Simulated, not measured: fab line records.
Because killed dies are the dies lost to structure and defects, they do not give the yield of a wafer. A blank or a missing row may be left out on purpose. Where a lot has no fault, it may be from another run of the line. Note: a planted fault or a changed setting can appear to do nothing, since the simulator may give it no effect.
Chamber matching / flow nand harc / NHARC_THIN_TSV_CMP_01 on cmp-01 has 4 sister chambers
The step polishes. 4 wafers are shown with their chamber, then 11 later ones without.

== WAFERS PAIRED WITH THEIR CHAMBERS ==
wafer=L081.6; chamber=3; motor current A (A)=12.7
wafer=L084.3; chamber=0; motor current A (A)=10.9
wafer=L084.5; chamber=1; motor current A (A)=11.4
wafer=L086.3; chamber=2; motor current A (A)=11.6

== WAFERS MISSING THEIR CHAMBER ==
wafer=L086.4; motor current A (A)=11.2
wafer=L086.5; motor current A (A)=11.4
wafer=L087.1; motor current A (A)=11.3
wafer=L087.2; motor current A (A)=10.6
wafer=L087.5; motor current A (A)=12.0
wafer=L090.1; motor current A (A)=11.6
wafer=L090.3; motor current A (A)=11.2
wafer=L090.6; motor current A (A)=11.8
wafer=L093.1; motor current A (A)=11.6
wafer=L093.3; motor current A (A)=13.2
wafer=L093.6; motor current A (A)=10.5

== EACH ONE'S CHAMBER ==
wafer=L086.4; from the rows above=can't be placed: 1 or 0 or 2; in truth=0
wafer=L086.5; from the rows above=can't be placed: 1 or 2 or 0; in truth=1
wafer=L087.1; from the rows above=can't be placed: 1 or 2 or 0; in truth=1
wafer=L087.2; from the rows above=can't be placed: 0 or 1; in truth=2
wafer=L087.5; from the rows above=can't be placed: 2 or 1 or 3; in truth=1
wafer=L090.1; from the rows above=can't be placed: 2 or 1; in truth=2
wafer=L090.3; from the rows above=can't be placed: 1 or 0 or 2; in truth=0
wafer=L090.6; from the rows above=can't be placed: 2 or 1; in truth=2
wafer=L093.1; from the rows above=can't be placed: 2 or 1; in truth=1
wafer=L093.3; from the rows above=3; in truth=3
wafer=L093.6; from the rows above=can't be placed: 0 or 1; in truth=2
Correctly placed: 1 of 11. Cannot be placed on the basis of these rows: 10; the candidates contain the true chamber in 8. Number placed wrongly: 0.
How it was worked out, from the rows above alone: a wafer's distance from a chamber is the root of the sum, over the readings, of the square of ((its reading less the chamber's mean) divided by the reading's scatter). The wafer belongs to the nearest chamber; if the next one is less than 2 further off, it can't be placed. The mean given for a chamber averages the wafers shown for that chamber. The scatter (one wafer shown for each chamber): square how far every hidden wafer sits from the nearest shown wafer, average those squares and take the square root.
